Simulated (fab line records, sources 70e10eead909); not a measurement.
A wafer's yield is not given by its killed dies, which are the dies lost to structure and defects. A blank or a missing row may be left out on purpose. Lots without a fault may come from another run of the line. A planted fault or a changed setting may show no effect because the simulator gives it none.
A struck lot beside a sound one | flow nandHarc | 15 steps out of a route of 1302
Sound: wafers L328.4, L328.5, L328.6. Struck: wafers L341.2, L341.3, L341.5. Last of all comes the cause.
Per side, at each step with rows, come the tool, then ch with its chambers, and then its first start. Under that, the readings that differ: sound wafers | struck wafers | difference of the means | sigmas: that difference in standard deviations of wafers without a fault.
alike: readings with means less than 2 such deviations apart, plus words and numbers identical on both sides. not compared: withheld readings, readings lacking a value on some wafer, bounds such as >300 that could conceal the same value, and numbers that have no deviation in the record and whose values overlap.
The two part at a step that has a row with sigmas, a row that says differs or no value, or rows on one side only. Numbers that don't overlap but have no deviation are shown without sigmas and don't part them. Lack of a reading on every wafer of one side parts them only where that side has two or more wafers.

first, 1 step without rows for these wafers: NHARC_P_ZERO_WELL_HARDBAKE_53 (time 80 s).
NHARC_P_ZERO_WELL_DESCUM_54: chemistry O2, time 3 s.
  sound on rieDiel-10 ch 0,1,3, day 4 13:56; struck on rieDiel-10 ch 0,1,2, day 9 23:50
  alike: drypumpMotorCurrentA, oesProductAu, rfVppV, showerheadPlenumPTorr, throttleValvePct
  not compared: rfHoursCounterH
then, 5 steps without rows for these wafers: NHARC_P_ZERO_WELL_IMPLANT_55; NHARC_P_ZERO_WELL_IMPLANT_61; NHARC_P_ZERO_WELL_STRIP_56 (strips in SPM, time 840 s); NHARC_P_ZERO_WELL_PRECLEAN_68 (cleans in SC1, time 60 s); NHARC_P_ZERO_WELL_SRD_69.
NHARC_P_ZERO_WELL_RTA_42: time 300 s.
  sound on rtpAnneal-02 ch 0, day 4 15:13; struck on rtpAnneal-01 ch 0, day 10 00:55
reading          | sound          | struck         | difference | sigmas
lampPowerPct (%) | 34.9 34.9 34.8 | 40.7 40.8 40.7 | +5.9       | +2
  alike: wafer_temp_C_max
NHARC_P_ZERO_WELL_INSPECT_43:
  struck on defectInspect-02, day 10 01:29; sound on defectInspect-01, day 4 15:34
  alike: rawDefectCount
then, 3 steps without rows for these wafers: NHARC_P_STI_ETCH_26 (etches SiO2 in dHF, target depth 11 nm); NHARC_P_STI_PRECLEAN_27 (cleans in SC1); NHARC_P_STI_SRD_28.
NHARC_P_STI_OXIDE_29: material SiO2, target thk 10 nm, ox time 1362 s.
  sound on furnace-06 ch 0, day 4 19:31; struck on furnace-03 ch 0, day 10 09:49
  alike: spikeTcLowerC
then, 1 step without rows for these wafers: NHARC_P_STI_HM_DEP_30 (deposits Si3N4, target thk 80 nm, time 873 s).
-- record jumps: 23 days between struck wafers' starts before vs after; left off in module P_STI, resumes in module END, first step shown is number 1302 of the route --
NHARC_END_SORT_01:
  sound on prober-01 ch 0, day 27 14:57; struck on prober-01 ch 0, day 33 03:31
  alike: killedAtArray, killedAtOther, killedAtPeriphery, killedDies, killedOpen, killedShort

WHERE THEY PART
Within this record, at NHARC_P_ZERO_WELL_RTA_42 only. Later steps at which nothing parts them and some readings are alike: NHARC_P_ZERO_WELL_INSPECT_43, NHARC_P_STI_OXIDE_29, NHARC_END_SORT_01.

WHY: what the simulator had put in
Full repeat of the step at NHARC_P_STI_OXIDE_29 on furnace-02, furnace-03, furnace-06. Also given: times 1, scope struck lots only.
